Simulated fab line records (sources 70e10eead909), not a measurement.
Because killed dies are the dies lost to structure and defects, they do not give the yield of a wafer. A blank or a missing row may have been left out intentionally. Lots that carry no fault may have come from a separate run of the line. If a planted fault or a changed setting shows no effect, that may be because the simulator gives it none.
Matching of chambers -- flow nand harc -- cmp-02 running NHARC_A_M0_CMP_23: 4 sister chambers
The step polishes, t overpolish 20 s, target thk 113.75 nm. 4 wafers are shown with their chamber, then 7 later ones without.

EACH WAFER AND ITS CHAMBER
wafer,chamber,motor current A (A)
L229.4,3,11.0
L237.6,2,12.8
L240.1,1,10.9
L240.4,0,11.5

WAFERS MISSING THEIR CHAMBER
wafer,motor current A (A)
L240.5,11.5
L243.1,11.5
L243.5,11.6
L243.6,13.4
L250.3,11.5
L250.5,13.0
L250.6,11.1

CHAMBER TAKEN BY EACH
wafer,from the rows above,in truth
L240.5,0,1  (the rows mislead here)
L243.1,0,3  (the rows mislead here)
L243.5,0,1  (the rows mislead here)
L243.6,2,2
L250.3,0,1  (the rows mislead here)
L250.5,2,2
L250.6,can't be placed: 3 or 1 or 0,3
Correctly placed: 2 of 7. These rows do not allow placing 1 (true chamber among the candidates in 1). Wrongly placed: 4.
How it was worked out, from the rows above alone: a wafer's distance from a chamber is the root of the sum, over the readings, of the square of ((its reading less the chamber's mean) divided by the reading's scatter). The wafer belongs to the nearest chamber; if the next one is less than 2 further off, it can't be placed. A chamber's mean is the mean of its shown wafers. The scatter: root of mean squared gap, hidden wafer to nearest shown wafer, with one shown wafer a chamber.
